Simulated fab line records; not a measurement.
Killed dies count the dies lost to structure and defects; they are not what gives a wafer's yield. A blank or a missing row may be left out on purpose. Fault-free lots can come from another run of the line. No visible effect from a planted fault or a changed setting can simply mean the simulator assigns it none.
Which tool did it? :: flow nand harc :: 36 wafers from 12 lots sampled at 5 of the route's 1159 steps

== WHAT EACH GAUGE READ, for each wafer ==
NHARC_P_M1_OVL_MEAS_10: pitch 260 nm. Usual: overlay x nm -0.1 nm, standard deviation 0.81; overlay y nm 0.1 nm, standard deviation 0.76.
lot: L385
measured: day 6 20:39
on: overlay-02
overlay x nm (nm): -0.7 -0.5 -1.2
overlay y nm (nm): 0.4 -0.1 -0.1
flag: 

lot: L387
measured: day 6 21:06
on: overlay-01
overlay x nm (nm): 0.4 0.4 0.7
overlay y nm (nm): -1.3 -1.2 -0.7
flag: 

lot: L386
measured: day 6 21:35
on: overlay-02
overlay x nm (nm): -1.8 -1.0 -1.1
overlay y nm (nm): -1.1 -1.6 -1.1
flag: 

lot: L388
measured: day 6 21:44
on: overlay-01
overlay x nm (nm): 0.8 1.1 0.8
overlay y nm (nm): -0.1 -0.1 0.0
flag: 

lot: L389
measured: day 7 03:20
on: overlay-02
overlay x nm (nm): 1.7 1.7 2.1
overlay y nm (nm): -0.3 -0.3 0.2
flag: 

lot: L390
measured: day 7 08:13
on: overlay-01
overlay x nm (nm): 0.2 0.0 0.5
overlay y nm (nm): 0.2 0.1 0.2
flag: 

lot: L391
measured: day 7 13:05
on: overlay-02
overlay x nm (nm): 0.9 0.6 0.9
overlay y nm (nm): -0.7 -0.9 -0.5
flag: 

lot: L396
measured: day 9 05:55
on: overlay-02
overlay x nm (nm): 0.9 1.2 0.8
overlay y nm (nm): 0.5 0.2 0.3
flag: 

lot: L399
measured: day 9 06:10
on: overlay-02
overlay x nm (nm): -0.9 -0.8 -0.3
overlay y nm (nm): -0.7 -0.8 -0.4
flag: 

lot: L401
measured: day 10 02:14
on: overlay-01
overlay x nm (nm): -1.3 -1.2 -1.3
overlay y nm (nm): 0.1 0.3 0.7
flag: 

lot: L405
measured: day 10 21:19
on: overlay-01
overlay x nm (nm): -0.6 -0.5 -0.5
overlay y nm (nm): 0.4 0.3 0.4
flag: 

lot: L408
measured: day 11 22:32
on: overlay-01
overlay x nm (nm): -0.7 -0.8 -1.0
overlay y nm (nm): -0.8 -0.9 -0.8
flag: 

NHARC_END_SORT_01. Usual: defect limited yield 95.2 %, standard deviation 1.6; killed at array 29, standard deviation 10; killed at other 0.7, standard deviation 1.1; killed at periphery 3.2, standard deviation 2.2; killed dies 33, standard deviation 11; killed open 3.5, standard deviation 1.8; killed short 2.0, standard deviation 1.4; sort_bin_2_pct 1.5 %, standard deviation 0.61; sort_bin_3_pct 0.29 %, standard deviation 0.22; sort_bin_4_pct 3.1 %, standard deviation 1.1; sort n pass 644, standard deviation 11; sort rim yield pct 95 %, standard deviation 3.3; sort yield pct 95.2 %, standard deviation 1.6.
lot: L396
measured: day 22 09:56
on: prober-02
defect limited yield (%): 93.2 92.3 93.1
killed at array: 38 43 39
killed at other: 0 1 1
killed at periphery: 8 8 7
killed dies: 46 52 47
killed open: 3 5 4
killed short: 1 3 2
sort_bin_2_pct (%): 1.6 2.4 1.6
sort_bin_3_pct (%): 0.30 0.30 0.44
sort_bin_4_pct (%): 4.9 5.0 4.9
sort n pass: 631 625 630
sort rim yield pct (%): 96 91 92
sort yield pct (%): 93.2 92.3 93.1
flag: 

lot: L399
measured: day 22 18:23
on: prober-01
defect limited yield (%): 96.9 96.3 97.3
killed at array: 18 22 13
killed at other: 0 1 3
killed at periphery: 3 2 2
killed dies: 21 25 18
killed open: 2 8 2
killed short: 4 0 0
sort_bin_2_pct (%): 0.4 1.3 0.9
sort_bin_3_pct (%): 0.30 0 0.30
sort_bin_4_pct (%): 2.4 2.4 1.5
sort n pass: 656 652 659
sort rim yield pct (%): 97 94 98
sort yield pct (%): 96.9 96.3 97.3
flag: 

== WHAT TOOL EACH LOT RAN ON (gives the tool, then ch and the chambers of the sampled wafers, and finally the start) ==
lot: L385
NHARC_P_M1_CMP_23: cmp-02 ch 1,2,3, day 6 22:52
NHARC_P_M1_DEP_33: pecvd-04 ch 0,1, day 6 23:29
NHARC_P_M2_SOFTBAKE_04: litho track-06 ch 0, day 7 00:00

lot: L387
NHARC_P_M1_CMP_23: cmp-04 ch 0,3, day 6 23:19
NHARC_P_M1_DEP_33: pecvd-04 ch 0,1, day 7 00:15
NHARC_P_M2_SOFTBAKE_04: litho track-01 ch 0, day 7 00:00

lot: L386
NHARC_P_M1_CMP_23: cmp-02 ch 2,3, day 6 23:49
NHARC_P_M1_DEP_33: pecvd-01 ch 0,1,2, day 7 00:29
NHARC_P_M2_SOFTBAKE_04: litho track-01 ch 0, day 7 01:00

lot: L388
NHARC_P_M1_CMP_23: cmp-04 ch 1,2,3, day 7 00:12
NHARC_P_M1_DEP_33: pecvd-04 ch 0,1,2, day 7 00:51
NHARC_P_M2_SOFTBAKE_04: litho track-01 ch 0, day 7 01:00

lot: L389
NHARC_P_M1_CMP_23: cmp-01 ch 0,2,3, day 7 05:53
NHARC_P_M1_DEP_33: pecvd-01 ch 0,1, day 7 06:32
NHARC_P_M2_SOFTBAKE_04: litho track-04 ch 0, day 7 07:00

lot: L390
NHARC_P_M1_CMP_23: cmp-04 ch 0,1,2, day 7 10:29
NHARC_P_M1_DEP_33: pecvd-01 ch 0,2, day 7 11:02
NHARC_P_M2_SOFTBAKE_04: litho track-04 ch 0, day 7 11:00

lot: L391
NHARC_P_M1_CMP_23: cmp-02 ch 2,3, day 7 15:26
NHARC_P_M1_DEP_33: pecvd-01 ch 0,1, day 7 16:01
NHARC_P_M2_SOFTBAKE_04: litho track-04 ch 0, day 7 16:00

lot: L396
NHARC_P_M1_CMP_23: cmp-04 ch 0,3, day 9 08:09
NHARC_P_M1_DEP_33: pecvd-02 ch 1,2, day 9 08:49
NHARC_P_M2_SOFTBAKE_04: litho track-06 ch 0, day 9 09:00

lot: L399
NHARC_P_M1_CMP_23: cmp-01 ch 0,1,3, day 9 08:31
NHARC_P_M1_DEP_33: pecvd-02 ch 0,2, day 9 09:12
NHARC_P_M2_SOFTBAKE_04: litho track-06 ch 0, day 9 10:00

lot: L401
NHARC_P_M1_CMP_23: cmp-01 ch 0,3, day 10 05:01
NHARC_P_M1_DEP_33: pecvd-04 ch 0,1,2, day 10 05:46
NHARC_P_M2_SOFTBAKE_04: litho track-01 ch 0, day 10 06:00

lot: L405
NHARC_P_M1_CMP_23: cmp-04 ch 1,2,3, day 10 23:34
NHARC_P_M1_DEP_33: pecvd-04 ch 0,1,2, day 11 00:16
NHARC_P_M2_SOFTBAKE_04: litho track-01 ch 0, day 11 01:00

lot: L408
NHARC_P_M1_CMP_23: cmp-04 ch 1,2,3, day 12 00:48
NHARC_P_M1_DEP_33: pecvd-02 ch 0,1,2, day 12 01:25
NHARC_P_M2_SOFTBAKE_04: litho track-04 ch 0, day 12 02:00
- NHARC_P_M1_CMP_23: polishes, t overpolish 20 s, target thk 157.82 nm.
- NHARC_P_M1_DEP_33: deposits SiCN, target thk 30 nm.
- NHARC_P_M2_SOFTBAKE_04: time 55 s.

== WHAT THE TOOLS THEMSELVES READ (means of the sampled wafers that have a number; where no wafer has one, the mark that the record gives instead) ==
NHARC_P_M1_CMP_23. Usual: motor current A 12.2 A, standard deviation 1.2; time to endpoint s 29.8 s, standard deviation 2.4.
lot: L385
tool: cmp-02
motor current A (A): 11.8
time to endpoint s (s): 30.0
flag: 

lot: L387
tool: cmp-04
motor current A (A): 12.2
time to endpoint s (s): 31.2
flag: 

lot: L386
tool: cmp-02
motor current A (A): 11.1
time to endpoint s (s): 30.2
flag: 

lot: L388
tool: cmp-04
motor current A (A): 11.8
time to endpoint s (s): 32.1
flag: 

lot: L389
tool: cmp-01
motor current A (A): 12.8
time to endpoint s (s): 31.3
flag: 

lot: L390
tool: cmp-04
motor current A (A): 12.3
time to endpoint s (s): 31.6
flag: 

lot: L391
tool: cmp-02
motor current A (A): 11.2
time to endpoint s (s): 30.6
flag: 

lot: L396
tool: cmp-04
motor current A (A): 12.6
time to endpoint s (s): 29.1
flag: 

lot: L399
tool: cmp-01
motor current A (A): 12.8
time to endpoint s (s): 32.0
flag: 

lot: L401
tool: cmp-01
motor current A (A): 13.5
time to endpoint s (s): 30.4
flag: 

lot: L405
tool: cmp-04
motor current A (A): 12.0
time to endpoint s (s): 29.4
flag: 

lot: L408
tool: cmp-04
motor current A (A): 11.7
time to endpoint s (s): 27.3
flag: 

NHARC_P_M1_DEP_33. Usual: heater power outer w 303 W, standard deviation 46; heater power w 566 W, standard deviation 75.
lot: L385
tool: pecvd-04
heater power outer w (W): 270
heater power w (W): 508
flag: 

lot: L387
tool: pecvd-04
heater power outer w (W): 247
heater power w (W): 497
flag: 

lot: L386
tool: pecvd-01
heater power outer w (W): 298
heater power w (W): 529
flag: 

lot: L388
tool: pecvd-04
heater power outer w (W): 272
heater power w (W): 530
flag: 

lot: L389
tool: pecvd-01
heater power outer w (W): 257
heater power w (W): 482
flag: 

lot: L390
tool: pecvd-01
heater power outer w (W): 309
heater power w (W): 564
flag: 

lot: L391
tool: pecvd-01
heater power outer w (W): 354
heater power w (W): 630
flag: 

lot: L396
tool: pecvd-02
heater power outer w (W): 311
heater power w (W): 586
flag: 

lot: L399
tool: pecvd-02
heater power outer w (W): 351
heater power w (W): 651
flag: 

lot: L401
tool: pecvd-04
heater power outer w (W): 277
heater power w (W): 541
flag: 

lot: L405
tool: pecvd-04
heater power outer w (W): 262
heater power w (W): 519
flag: 

lot: L408
tool: pecvd-02
heater power outer w (W): 339
heater power w (W): 629
flag: 

NHARC_P_M2_SOFTBAKE_04. Usual: heater power total W 188.47 W, standard deviation 0.14; plate temp C 104.99 C, standard deviation 0.13.
lot: L385
tool: litho track-06
heater power total W (W): 188.42
plate temp C (C): 105.10
flag: 

lot: L387
tool: litho track-01
heater power total W (W): 188.48
plate temp C (C): 104.81
flag: 

lot: L386
tool: litho track-01
heater power total W (W): 188.48
plate temp C (C): 105.08
flag: 

lot: L388
tool: litho track-01
heater power total W (W): 188.52
plate temp C (C): 104.99
flag: 

lot: L389
tool: litho track-04
heater power total W (W): 188.44
plate temp C (C): 105.02
flag: 

lot: L390
tool: litho track-04
heater power total W (W): 188.52
plate temp C (C): 104.88
flag: 

lot: L391
tool: litho track-04
heater power total W (W): 188.43
plate temp C (C): 104.90
flag: 

lot: L396
tool: litho track-06
heater power total W (W): 212.58
plate temp C (C): -
flag: OFF

lot: L399
tool: litho track-06
heater power total W (W): 212.65
plate temp C (C): -
flag: OFF

lot: L401
tool: litho track-01
heater power total W (W): 188.54
plate temp C (C): 105.03
flag: 

lot: L405
tool: litho track-01
heater power total W (W): 188.34
plate temp C (C): 105.10
flag: 

lot: L408
tool: litho track-04
heater power total W (W): 188.39
plate temp C (C): 105.09
flag: 

== THE ANSWER, worked out from the rows above alone ==
Rule: a lot counts as off when the mean over its wafers that have a number is more than 3 standard deviations away from the usual mean. Also off: a lot with no number at a reading for which 4 or more lots have one. Any other lot the step has rows for is counted as sound. First the gauges in route order, then the tools' own readings, where a lot's mean is used as printed above. At the first step where some lot is off, the reading lying furthest off is the one used; lots without a number count as furthest.
Off, at NHARC_P_M2_SOFTBAKE_04 on plate temp C: L396, L399. Without a number there: L396, L399.
A tool fits if, at that step or a process step before it, it ran every lot that is off, and no sound lot after the first of them. One fits: NHARC_P_M2_SOFTBAKE_04 on litho track-06. Its last sound lot is L385 (day 7 00:00), its first lot that is off L396 (day 9 09:00): a fault that began between those two fits.
The tool's own readings at NHARC_P_M2_SOFTBAKE_04 bear it out: on the lots that are off they differ by more than 5 times the standard deviation of the sound lots' means. heater power total W reads 212.62 W there against 188.46 W on the sound lots.
Blank at NHARC_P_M2_SOFTBAKE_04 on the lots that are off, where sound lots have numbers: plate temp C.

== WHAT THE SIMULATOR PUT IN ==
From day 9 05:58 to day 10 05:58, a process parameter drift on litho track-06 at NHARC_P_M2_SOFTBAKE_04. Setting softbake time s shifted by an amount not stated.
Shown lots that were struck: L396, L399. Same finding as the rule above.
